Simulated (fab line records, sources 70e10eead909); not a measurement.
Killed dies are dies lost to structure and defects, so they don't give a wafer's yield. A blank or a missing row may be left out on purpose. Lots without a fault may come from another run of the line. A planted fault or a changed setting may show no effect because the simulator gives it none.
A struck lot beside a sound one | flow nand_harc | 15 steps out of a route of 1302
Sound: wafers L661.4, L661.5, L661.6. Struck: wafers L652.1, L652.2, L652.3. The cause comes at the end.
At each step with rows: each side's tool, then ch and its chambers, then its first start. Under that, the readings that differ: sound wafers | struck wafers | difference of the means | sigmas: that difference in standard deviations of wafers without a fault.
alike: readings whose means differ by less than 2 such deviations, and words and numbers that are the same on both sides. not compared: withheld readings, readings that some wafer has no value for, bounds like >300 that may hide the same value, and numbers for which the record gives no deviation and whose values overlap.
The two part at a step that has a row with sigmas, a row that says differs or no value, or rows on one side only. Numbers that don't overlap but have no deviation are shown without sigmas and don't part them. A reading that every wafer of one side lacks parts them only if that side has two wafers or more.

first, 4 steps without rows for these wafers: NHARC_THIN_TSV_EBR_29; NHARC_THIN_TSV_EXPOSE_30 (exposes mask PAD); NHARC_THIN_TSV_PEB_31 (peb time 85 s); NHARC_THIN_TSV_DEVELOP_32 (time 70 s).
NHARC_THIN_TSV_CD_MEAS_33: target cd 5000 nm.
  sound on cd_sem-01 ch 0, day 29 11:28; struck on cd_sem-03 ch 0, day 25 02:49
  alike: cd_nm
then, 1 step without rows for these wafers: NHARC_THIN_TSV_HARDBAKE_34 (time 80 s).
NHARC_THIN_TSV_DESCUM_35: chemistry O2, time 3 s.
  sound on rie_diel-10 ch 0,2,3, day 29 11:40; struck on rie_diel-12 ch 0,1,2, day 25 02:59
  reading                | sound | struck      | difference                   | sigmas
  rf_hours_counter_h (h) | - - - | 6.0 5.0 5.4 | no value on the sound wafers |
  alike: drypump_motor_current_A, oes_product_au, rf_vpp_V, showerhead_plenum_p_Torr, throttle_valve_pct
NHARC_THIN_TSV_ETCH_59: etches the open film in Cl2/BCl3, target depth 880 nm, time 138.1 s.
  sound on rie_metal-03 ch 0,1, day 29 11:50; struck on rie_metal-03 ch 0,1, day 25 03:05
  reading                | sound                | struck               | difference | sigmas
  throttle_valve_pct (%) | 22.263 22.270 22.272 | 22.246 22.249 22.258 | -0.017     | -2
  alike: drypump_motor_current_A, mfc_cl2_sccm, oes_product_au, rf_fwd_power_W
  not compared: rf_hours_counter_h
NHARC_THIN_TSV_ETCH_36: etches the open film in Cl2/BCl3, target depth 65 nm, time 18.571 s.
  sound on rie_metal-03 ch 0,1, day 29 12:02; struck on rie_metal-03 ch 0,1, day 25 03:21
  alike: drypump_motor_current_A, oes_product_au
  not compared: rf_hours_counter_h
NHARC_THIN_TSV_STRIP_56: strips in O2.
  sound on plasma_asher-01 ch 0,1, day 29 12:13; struck on plasma_asher-02 ch 0,1, day 25 03:28
  alike: drypump_motor_current_A, heater_power_w
  not compared: rf_hours_counter_h
then, 1 step without rows for these wafers: NHARC_THIN_TSV_STRIP_57 (strips in post etch residue remover, time 1200 s).
NHARC_THIN_TSV_CD_MEAS_37:
  sound on cd_sem-01, day 29 12:55; struck on cd_sem-01, day 25 04:15
  alike: cd_nm
NHARC_THIN_TSV_ANNEAL_58: time 1800 s.
  sound on furnace-06 ch 0, day 29 16:04; struck on furnace-06, day 25 10:43
  no value came back on the struck wafers for any of 5 readings (run_length_s (s), spike_tc_bottom_C (C) and others); on the sound wafers run_length_s (s) reads 1830 1830 1830
NHARC_THIN_TSV_INSPECT_40:
  sound on defect_inspect-02, day 29 17:31; struck on defect_inspect-02, day 25 12:09
  reading          | sound       | struck      | difference | sigmas
  raw_defect_count | 492 457 456 | 705 660 851 | +270       | +3
NHARC_END_SORT_01:
  sound on prober-01 ch 0, day 29 22:58; struck on prober-01 ch 0, day 25 15:11
  alike: defect_limited_yield, killed_at_array, killed_at_other, killed_at_periphery, killed_dies, killed_open, killed_short

WHERE THEY PART
First at NHARC_THIN_TSV_DESCUM_35; last, within this record, at NHARC_THIN_TSV_INSPECT_40. Later steps at which nothing parts them and some readings are alike: NHARC_END_SORT_01.

WHY: what the simulator had put in
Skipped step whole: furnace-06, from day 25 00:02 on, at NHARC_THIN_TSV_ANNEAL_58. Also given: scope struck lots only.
